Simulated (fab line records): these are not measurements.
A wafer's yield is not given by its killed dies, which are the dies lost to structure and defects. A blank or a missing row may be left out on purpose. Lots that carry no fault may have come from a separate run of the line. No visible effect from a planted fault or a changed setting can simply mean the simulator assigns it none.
What tool caused it? | flow n5-finfet | 27 wafers sampled from 9 lots at 1 step of a route of 1938

WHAT THE GAUGES SHOWED, per wafer
N5_BEOL_M4_RC_MEAS_101.
lot  | measured     | on        | DIBL_N (mV/V)
L665 | day 9 14:32  | prober-01 | 36.8 37.4 37.0
L666 | day 9 16:22  | prober-02 | 36.9 37.0 35.6
L667 | day 9 23:01  | prober-01 | 35.5 38.1 35.7
L673 | day 11 20:50 | prober-01 | 37.5 34.1 36.3
L674 | day 11 22:40 | prober-02 | 34.6 34.3 36.5
L678 | day 12 23:14 | prober-01 | 41.2 38.5 39.1
L681 | day 13 16:11 | prober-01 | 38.4 35.0 35.9
L680 | day 13 19:29 | prober-01 | 33.9 34.3 34.3
L682 | day 13 21:23 | prober-01 | 35.9 35.8 35.9

WHAT TOOL EACH LOT RAN ON (gives the tool, then ch and the chambers of the sampled wafers, and finally the start)
Before these readings, the record contains no process step.

THE ANSWER, worked out from the rows above alone
Rule: usual is defined by the lots themselves. The widest of any qualifying gaps counts: lots, ordered by their means at a reading, are off when they make up no more than a third of the lots, leave a main group of 4 or more, and stand apart from it by 3 or more times the standard deviation of that group's means. A main group whose means are all the same, to the digits that the tables above print for the reading, isn't used. Also off: a lot with no number at a reading for which 4 or more lots have one. The other lots that the step has rows for count as sound.
Nothing can be told from this: no lot is off at any reading shown.

WHAT THE SIMULATOR PUT IN
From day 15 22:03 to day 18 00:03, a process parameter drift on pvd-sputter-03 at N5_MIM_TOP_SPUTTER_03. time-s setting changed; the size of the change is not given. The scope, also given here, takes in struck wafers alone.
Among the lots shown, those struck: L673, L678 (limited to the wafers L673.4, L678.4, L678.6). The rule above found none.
